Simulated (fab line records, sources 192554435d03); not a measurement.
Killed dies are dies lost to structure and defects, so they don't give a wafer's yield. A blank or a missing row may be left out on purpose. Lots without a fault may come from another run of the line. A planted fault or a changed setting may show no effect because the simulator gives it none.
Which tool did it? | flow n5_finfet | 24 lots, 72 wafers sampled, at 2 steps of a route of 1938

WHAT THE GAUGES READ, wafer by wafer
N5_BEOL_M14_INSPECT_55: inspects for defects (darkfield).
lot  | measured     | on                | raw_defect_count
L074 | day 11 04:07 | defect_inspect-02 | 79 86 91
L075 | day 11 06:40 | defect_inspect-01 | 51 60 96
L077 | day 11 21:35 | defect_inspect-01 | 77 56 137
L076 | day 12 00:38 | defect_inspect-02 | 107 102 91
L079 | day 12 00:44 | defect_inspect-01 | 69 90 60
L078 | day 12 08:37 | defect_inspect-01 | 73 45 57
L080 | day 12 18:41 | defect_inspect-01 | 44 59 68
L083 | day 13 02:56 | defect_inspect-02 | 48 81 77
L081 | day 13 08:45 | defect_inspect-01 | 99 48 78
L082 | day 13 19:54 | defect_inspect-01 | 67 46 51
L084 | day 14 10:01 | defect_inspect-02 | 86 46 70
L085 | day 14 11:12 | defect_inspect-01 | 59 58 69
L086 | day 14 20:10 | defect_inspect-01 | 84 79 94
L089 | day 15 01:14 | defect_inspect-01 | 82 42 94
L087 | day 15 03:06 | defect_inspect-01 | 142 112 60
L088 | day 15 07:50 | defect_inspect-02 | 100 134 135
L090 | day 15 17:38 | defect_inspect-02 | 53 53 57
L091 | day 16 06:54 | defect_inspect-01 | 58 59 59
L094 | day 16 13:09 | defect_inspect-01 | 43 44 79
L095 | day 16 19:34 | defect_inspect-01 | 112 103 63
L092 | day 17 06:03 | defect_inspect-02 | 40 31 84
L093 | day 17 10:14 | defect_inspect-01 | 61 56 86
L096 | day 17 20:25 | defect_inspect-01 | 52 87 78
L097 | day 18 07:17 | defect_inspect-01 | 38 111 70

N5_BEOL_M15_OVL_MEAS_11.
lot  | measured     | on         | V14_OVL (nm)
L074 | day 11 04:52 | overlay-02 | -7 -12 -11
L075 | day 11 07:34 | overlay-01 | -7 0 -9
L077 | day 11 22:12 | overlay-01 | 6 -6 5
L076 | day 12 01:16 | overlay-02 | -2 -3 -6
L079 | day 12 01:28 | overlay-01 | -4 0 -13
L078 | day 12 09:14 | overlay-01 | -2 -2 1
L080 | day 12 19:28 | overlay-02 | -9 -11 -14
L083 | day 13 03:34 | overlay-01 | -6 -2 0
L081 | day 13 09:29 | overlay-02 | 5 0 -3
L082 | day 13 20:39 | overlay-02 | -8 0 -7
L084 | day 14 10:38 | overlay-01 | -1 -4 -1
L085 | day 14 11:49 | overlay-01 | 0 -2 -7
L086 | day 14 20:54 | overlay-01 | -6 -7 -8
L089 | day 15 01:52 | overlay-02 | -16 -6 -9
L087 | day 15 03:51 | overlay-02 | 0 3 -3
L088 | day 15 08:28 | overlay-01 | 5 5 -2
L090 | day 15 18:23 | overlay-02 | -3 -3 1
L091 | day 16 07:38 | overlay-01 | -1 -1 3
L094 | day 16 13:46 | overlay-02 | 1 -6 -8
L095 | day 16 20:19 | overlay-01 | 0 0 -5
L092 | day 17 06:47 | overlay-01 | -3 2 -4
L093 | day 17 10:52 | overlay-01 | -12 -10 -11
L096 | day 17 21:09 | overlay-01 | 2 -11 0
L097 | day 18 08:02 | overlay-02 | -15 -8 -12

WHICH TOOL RAN EACH LOT (tool, then ch and the chambers of the sampled wafers, then the start)
The record holds no process step before these readings.

WHAT THE TOOLS THEMSELVES READ (means of the sampled wafers that have a number; where no wafer has one, the mark that the record gives instead)
The record holds no such reading with a usual standard deviation.

THE ANSWER, worked out from the rows above alone
Rule: what is usual is taken from the lots themselves. Put in order of their means at a reading, lots are off if they are a third of the lots or fewer, leave a main group of 4 or more, and stand apart from it by a gap of 3 or more times the standard deviation of the main group's means; of several such gaps the widest counts. A main group whose means are all the same, to the digits that the tables above print for the reading, isn't used. A lot without any number at a reading at which 4 lots or more have one is off too. The other lots that the step has rows for count as sound. The gauges are gone through in route order, then the tools' own readings, and for those a lot's mean is taken as printed above. The first step at which some lot is off is used, and at that step the reading that is off furthest; a lot without a number counts as furthest.
No lot is off at any reading shown: from this, nothing can be told.

WHAT THE SIMULATOR HAD PUT IN
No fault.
